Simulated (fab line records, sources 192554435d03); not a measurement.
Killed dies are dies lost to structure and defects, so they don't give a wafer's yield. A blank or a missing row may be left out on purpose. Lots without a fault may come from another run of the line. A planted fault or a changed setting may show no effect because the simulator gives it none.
Which tool did it? | flow n5_finfet | 24 lots, 72 wafers sampled, at 6 steps of a route of 1938

WHAT THE GAUGES READ, wafer by wafer
The record holds no reading of a measuring or inspecting step that can be judged against a usual standard deviation.

WHICH TOOL RAN EACH LOT (tool, then ch and the chambers of the sampled wafers, then the start)
lot  | N5_BEOL_M4_ETCHBACK_99             | N5_BEOL_M4_SURFACE_TREAT_85  | N5_BEOL_M4_ANNEAL_89         | N5_BEOL_M4_SPUTTER_94        | N5_BEOL_M4_DEP_57               | N5_BEOL_M5_HM_DEP_02
L074 | rie_diel-06 ch 0,1,3, day 7 19:16  | pvd_sputter-03, day 7 20:36  | pvd_sputter-02, day 7 21:56  | pvd_sputter-02, day 7 22:31  | pecvd-03 ch 0,2, day 7 23:44    | pvd_sputter-03, day 8 02:55
L076 | rie_diel-01 ch 0,1,2, day 8 03:45  | pvd_sputter-01, day 8 05:14  | pvd_sputter-02, day 8 08:49  | pvd_sputter-02, day 8 09:23  | pecvd-02 ch 0,1,2, day 8 10:38  | pvd_sputter-03, day 8 14:43
L075 | rie_diel-06 ch 0,1,3, day 8 03:57  | pvd_sputter-01, day 8 05:23  | pvd_sputter-03, day 8 06:34  | pvd_sputter-03, day 8 07:08  | pecvd-03 ch 1,2, day 8 08:22    | pvd_sputter-02, day 8 10:20
L077 | rie_diel-01 ch 1,2, day 8 14:03    | pvd_sputter-02, day 8 15:17  | pvd_sputter-03, day 8 16:32  | pvd_sputter-03, day 8 17:07  | pecvd-04 ch 0,1, day 8 18:20    | pvd_sputter-03, day 8 22:11
L078 | rie_diel-06 ch 0,1,2, day 8 14:14  | pvd_sputter-01, day 8 15:33  | pvd_sputter-02, day 8 16:56  | pvd_sputter-02, day 8 17:31  | pecvd-04 ch 0,1,2, day 8 18:52  | pvd_sputter-03, day 8 22:29
L079 | rie_diel-01 ch 0,2,3, day 8 18:12  | pvd_sputter-01, day 8 19:21  | pvd_sputter-01, day 8 20:41  | pvd_sputter-01, day 8 21:16  | pecvd-02 ch 0,1,2, day 8 22:30  | pvd_sputter-01, day 9 00:19
L080 | rie_diel-04 ch 0,1,3, day 9 11:10  | pvd_sputter-02, day 9 12:32  | pvd_sputter-03, day 9 13:43  | pvd_sputter-03, day 9 14:17  | pecvd-03 ch 1,2, day 9 15:35    | pvd_sputter-02, day 9 17:49
L081 | rie_diel-06 ch 0,2,3, day 9 11:27  | pvd_sputter-03, day 9 12:38  | pvd_sputter-01, day 9 14:17  | pvd_sputter-01, day 9 14:52  | pecvd-02 ch 0,1, day 9 16:06    | pvd_sputter-01, day 9 18:01
L082 | rie_diel-01 ch 0,1,3, day 9 17:37  | pvd_sputter-01, day 9 18:55  | pvd_sputter-02, day 9 20:43  | pvd_sputter-02, day 9 21:18  | pecvd-02 ch 0,1, day 9 22:31    | pvd_sputter-01, day 10 01:14
L083 | rie_diel-04 ch 2,3, day 10 02:31   | pvd_sputter-02, day 10 04:02 | pvd_sputter-01, day 10 06:18 | pvd_sputter-01, day 10 06:53 | pecvd-02 ch 0,1, day 10 08:10   | pvd_sputter-01, day 10 10:18
L084 | rie_diel-04 ch 1,2, day 10 09:37   | pvd_sputter-03, day 10 11:01 | pvd_sputter-03, day 10 12:31 | pvd_sputter-03, day 10 13:05 | pecvd-03 ch 0,1,2, day 10 14:35 | pvd_sputter-01, day 10 16:37
L086 | rie_diel-01 ch 1,2, day 10 15:56   | pvd_sputter-03, day 10 17:30 | pvd_sputter-03, day 10 18:46 | pvd_sputter-03, day 10 19:20 | pecvd-03 ch 0,2, day 10 20:32   | pvd_sputter-01, day 10 23:19
L085 | rie_diel-06 ch 1,2,3, day 10 16:07 | pvd_sputter-01, day 10 17:36 | pvd_sputter-01, day 10 19:05 | pvd_sputter-01, day 10 19:40 | pecvd-03 ch 0,1,2, day 10 20:52 | pvd_sputter-01, day 10 23:25
L087 | rie_diel-04 ch 2,3, day 10 23:55   | pvd_sputter-02, day 11 01:05 | pvd_sputter-02, day 11 02:18 | pvd_sputter-02, day 11 02:53 | pecvd-02 ch 0,2, day 11 04:05   | pvd_sputter-01, day 11 07:38
L088 | rie_diel-06 ch 0,1,2, day 11 00:00 | pvd_sputter-01, day 11 01:11 | pvd_sputter-01, day 11 02:35 | pvd_sputter-01, day 11 03:10 | pecvd-03 ch 0,1,2, day 11 04:22 | pvd_sputter-01, day 11 07:53
L089 | rie_diel-01 ch 0,2,3, day 11 08:17 | pvd_sputter-03, day 11 09:38 | pvd_sputter-01, day 11 11:11 | pvd_sputter-01, day 11 11:46 | pecvd-02 ch 1, day 11 13:00     | pvd_sputter-01, day 11 16:16
L091 | rie_diel-06 ch 0,2, day 11 21:34   | pvd_sputter-01, day 12 00:53 | pvd_sputter-03, day 12 02:46 | pvd_sputter-03, day 12 03:20 | pecvd-04 ch 0,1,2, day 12 04:33 | pvd_sputter-02, day 12 06:25
L090 | rie_diel-04 ch 2,3, day 12 05:27   | pvd_sputter-02, day 12 06:35 | pvd_sputter-01, day 12 07:52 | pvd_sputter-01, day 12 08:26 | pecvd-03 ch 0,1, day 12 09:38   | pvd_sputter-02, day 12 12:20
L092 | rie_diel-06 ch 0,3, day 12 09:28   | pvd_sputter-03, day 12 10:38 | pvd_sputter-01, day 12 12:01 | pvd_sputter-01, day 12 12:36 | pecvd-02 ch 1,2, day 12 13:49   | pvd_sputter-01, day 12 16:22
L093 | rie_diel-01 ch 0,1,3, day 12 11:43 | pvd_sputter-03, day 12 13:14 | pvd_sputter-01, day 12 14:29 | pvd_sputter-01, day 12 15:04 | pecvd-02 ch 1,2, day 12 16:17   | pvd_sputter-02, day 12 19:17
L094 | rie_diel-01 ch 1,2, day 12 15:10   | pvd_sputter-01, day 12 16:52 | pvd_sputter-02, day 12 18:02 | pvd_sputter-02, day 12 18:37 | pecvd-04 ch 1,2, day 12 19:50   | pvd_sputter-01, day 12 22:47
L096 | rie_diel-01 ch 0,2,3, day 13 02:31 | pvd_sputter-01, day 13 04:31 | pvd_sputter-02, day 13 07:20 | pvd_sputter-02, day 13 07:55 | pecvd-02 ch 0,1, day 13 09:07   | pvd_sputter-02, day 13 11:27
L095 | rie_diel-04 ch 0,1, day 13 10:41   | pvd_sputter-02, day 13 12:17 | pvd_sputter-01, day 13 13:37 | pvd_sputter-01, day 13 14:11 | pecvd-02 ch 1,2, day 13 15:42   | pvd_sputter-03, day 13 18:28
L097 | rie_diel-06 ch 0,2,3, day 13 13:59 | pvd_sputter-02, day 13 15:22 | pvd_sputter-01, day 13 18:20 | pvd_sputter-01, day 13 18:55 | pecvd-04 ch 0,1,2, day 13 20:07 | pvd_sputter-02, day 13 22:49
- N5_BEOL_M4_ETCHBACK_99: etches SiO2 in CHF3, target depth 5 nm, time 10.4 s.
- N5_BEOL_M4_SURFACE_TREAT_85
- N5_BEOL_M4_ANNEAL_89: time 240 s.
- N5_BEOL_M4_SPUTTER_94: material Cu, target thk 4.5 nm, time 8.29 s.
- N5_BEOL_M4_DEP_57: deposits SiCN from 3MS/NH3, target thk 8 nm, time 14 s.
- N5_BEOL_M5_HM_DEP_02: deposits TiN, target thk 20 nm.

WHAT THE TOOLS THEMSELVES READ (means of the sampled wafers that have a number; where no wafer has one, the mark that the record gives instead)
N5_BEOL_M4_ETCHBACK_99.
lot  | tool        | drypump_motor_current_A (A) | oes_product_au (a.u.) | rf_vpp_V (V) | showerhead_plenum_p_Torr (Torr) | throttle_valve_pct (%)
L074 | rie_diel-06 | 5.9                         | 0.73                  | 239.3        | 2.20                            | 17.16
L076 | rie_diel-01 | 5.2                         | 0.87                  | 239.5        | 2.16                            | 16.97
L075 | rie_diel-06 | 5.9                         | 0.73                  | 239.2        | 2.20                            | 17.16
L077 | rie_diel-01 | 5.1                         | 0.85                  | 237.8        | 2.12                            | 16.82
L078 | rie_diel-06 | 5.4                         | 0.79                  | 237.9        | 2.16                            | 17.09
L079 | rie_diel-01 | 5.6                         | 0.85                  | 239.9        | 2.18                            | 17.03
L080 | rie_diel-04 | 5.6                         | 0.70                  | 239.5        | 2.10                            | 17.16
L081 | rie_diel-06 | 5.9                         | 0.80                  | 239.0        | 2.19                            | 17.09
L082 | rie_diel-01 | 5.3                         | 0.90                  | 237.9        | 2.16                            | 16.95
L083 | rie_diel-04 | 5.9                         | 0.79                  | 240.8        | 2.12                            | 16.93
L084 | rie_diel-04 | 5.9                         | 0.76                  | 240.1        | 2.18                            | 17.04
L086 | rie_diel-01 | 5.3                         | 0.76                  | 239.0        | 2.13                            | 16.95
L085 | rie_diel-06 | 5.8                         | 0.77                  | 237.5        | 2.15                            | 17.11
L087 | rie_diel-04 | 6.2                         | 0.83                  | 241.0        | 2.21                            | 16.99
L088 | rie_diel-06 | 5.4                         | 0.77                  | 238.3        | 2.16                            | 17.13
L089 | rie_diel-01 | 5.5                         | 0.82                  | 238.3        | 2.17                            | 17.08
L091 | rie_diel-06 | 5.5                         | 0.78                  | 239.4        | 2.19                            | 17.16
L090 | rie_diel-04 | 6.2                         | 0.82                  | 241.1        | 2.21                            | 17.01
L092 | rie_diel-06 | 6.3                         | 0.72                  | 239.8        | 2.22                            | 17.22
L093 | rie_diel-01 | 5.3                         | 0.86                  | 237.9        | 2.15                            | 16.99
L094 | rie_diel-01 | 5.3                         | 0.75                  | 238.8        | 2.13                            | 16.98
L096 | rie_diel-01 | 5.5                         | 0.81                  | 239.1        | 2.17                            | 17.09
L095 | rie_diel-04 | 5.6                         | 0.95                  | 239.4        | 2.11                            | 16.82
L097 | rie_diel-06 | 5.9                         | 0.76                  | 238.5        | 2.18                            | 17.18

N5_BEOL_M4_ANNEAL_89.
lot  | tool           | heater_power_w (W)
L074 | pvd_sputter-02 | 875
L076 | pvd_sputter-02 | 852
L075 | pvd_sputter-03 | 796
L077 | pvd_sputter-03 | 790
L078 | pvd_sputter-02 | 907
L079 | pvd_sputter-01 | 829
L080 | pvd_sputter-03 | 928
L081 | pvd_sputter-01 | 787
L082 | pvd_sputter-02 | 889
L083 | pvd_sputter-01 | 849
L084 | pvd_sputter-03 | 781
L086 | pvd_sputter-03 | 874
L085 | pvd_sputter-01 | 836
L087 | pvd_sputter-02 | 843
L088 | pvd_sputter-01 | 858
L089 | pvd_sputter-01 | 871
L091 | pvd_sputter-03 | 884
L090 | pvd_sputter-01 | 857
L092 | pvd_sputter-01 | 826
L093 | pvd_sputter-01 | 874
L094 | pvd_sputter-02 | 919
L096 | pvd_sputter-02 | 848
L095 | pvd_sputter-01 | 862
L097 | pvd_sputter-01 | 862

N5_BEOL_M4_SPUTTER_94.
lot  | tool           | chuck_gas_flow_sccm (sccm) | throttle_valve_pct (%)
L074 | pvd_sputter-02 | 1.25                       | 29.5
L076 | pvd_sputter-02 | 1.25                       | 30.2
L075 | pvd_sputter-03 | 1.28                       | 29.5
L077 | pvd_sputter-03 | 1.28                       | 29.4
L078 | pvd_sputter-02 | 1.24                       | 30.2
L079 | pvd_sputter-01 | 1.25                       | 30.4
L080 | pvd_sputter-03 | 1.28                       | 29.7
L081 | pvd_sputter-01 | 1.27                       | 30.4
L082 | pvd_sputter-02 | 1.25                       | 31.2
L083 | pvd_sputter-01 | 1.24                       | 30.9
L084 | pvd_sputter-03 | 1.27                       | 28.5
L086 | pvd_sputter-03 | 1.23                       | 29.1
L085 | pvd_sputter-01 | 1.28                       | 29.7
L087 | pvd_sputter-02 | 1.25                       | 28.8
L088 | pvd_sputter-01 | 1.32                       | 30.0
L089 | pvd_sputter-01 | 1.27                       | 30.4
L091 | pvd_sputter-03 | 1.28                       | 30.0
L090 | pvd_sputter-01 | 1.25                       | 30.0
L092 | pvd_sputter-01 | 1.25                       | 30.2
L093 | pvd_sputter-01 | 1.26                       | 30.5
L094 | pvd_sputter-02 | 1.28                       | 29.3
L096 | pvd_sputter-02 | 1.33                       | 30.3
L095 | pvd_sputter-01 | 1.22                       | 30.3
L097 | pvd_sputter-01 | 1.21                       | 30.1

N5_BEOL_M4_DEP_57.
lot  | tool     | showerhead_plenum_p_Torr (Torr) | throttle_valve_pct (%)
L074 | pecvd-03 | 3.670                           | 8.4
L076 | pecvd-02 | 3.655                           | 9.5
L075 | pecvd-03 | 3.674                           | 9.1
L077 | pecvd-04 | 3.676                           | 9.2
L078 | pecvd-04 | 3.673                           | 8.7
L079 | pecvd-02 | 3.662                           | 9.7
L080 | pecvd-03 | 3.671                           | 9.0
L081 | pecvd-02 | 3.659                           | 9.5
L082 | pecvd-02 | 3.659                           | 9.5
L083 | pecvd-02 | 3.664                           | 9.6
L084 | pecvd-03 | 3.663                           | 8.8
L086 | pecvd-03 | 3.661                           | 8.4
L085 | pecvd-03 | 3.669                           | 9.0
L087 | pecvd-02 | 3.650                           | 9.2
L088 | pecvd-03 | 3.665                           | 8.8
L089 | pecvd-02 | 3.673                           | 9.8
L091 | pecvd-04 | 3.676                           | 8.8
L090 | pecvd-03 | 3.664                           | 8.8
L092 | pecvd-02 | 3.661                           | 9.1
L093 | pecvd-02 | 3.663                           | 8.7
L094 | pecvd-04 | 3.663                           | 9.0
L096 | pecvd-02 | 3.663                           | 9.6
L095 | pecvd-02 | 3.655                           | 8.6
L097 | pecvd-04 | 3.669                           | 8.9

N5_BEOL_M5_HM_DEP_02.
lot  | tool           | throttle_valve_pct (%)
L074 | pvd_sputter-03 | 29.8
L076 | pvd_sputter-03 | 29.4
L075 | pvd_sputter-02 | 29.7
L077 | pvd_sputter-03 | 29.5
L078 | pvd_sputter-03 | 29.8
L079 | pvd_sputter-01 | 29.9
L080 | pvd_sputter-02 | 30.2
L081 | pvd_sputter-01 | 30.0
L082 | pvd_sputter-01 | 30.4
L083 | pvd_sputter-01 | 30.4
L084 | pvd_sputter-01 | 29.9
L086 | pvd_sputter-01 | 30.4
L085 | pvd_sputter-01 | 30.1
L087 | pvd_sputter-01 | 30.4
L088 | pvd_sputter-01 | 30.4
L089 | pvd_sputter-01 | 30.6
L091 | pvd_sputter-02 | 29.9
L090 | pvd_sputter-02 | 30.3
L092 | pvd_sputter-01 | 30.2
L093 | pvd_sputter-02 | 30.3
L094 | pvd_sputter-01 | 30.3
L096 | pvd_sputter-02 | 29.9
L095 | pvd_sputter-03 | 29.6
L097 | pvd_sputter-02 | 30.3

THE ANSWER, worked out from the rows above alone
Rule: what is usual is taken from the lots themselves. Put in order of their means at a reading, lots are off if they are a third of the lots or fewer, leave a main group of 4 or more, and stand apart from it by a gap of 3 or more times the standard deviation of the main group's means; of several such gaps the widest counts. A main group whose means are all the same, to the digits that the tables above print for the reading, isn't used. A lot without any number at a reading at which 4 lots or more have one is off too. The other lots that the step has rows for count as sound. The gauges are gone through in route order, then the tools' own readings, and for those a lot's mean is taken as printed above. The first step at which some lot is off is used, and at that step the reading that is off furthest; a lot without a number counts as furthest.
No lot is off at any reading shown: from this, nothing can be told.

WHAT THE SIMULATOR HAD PUT IN
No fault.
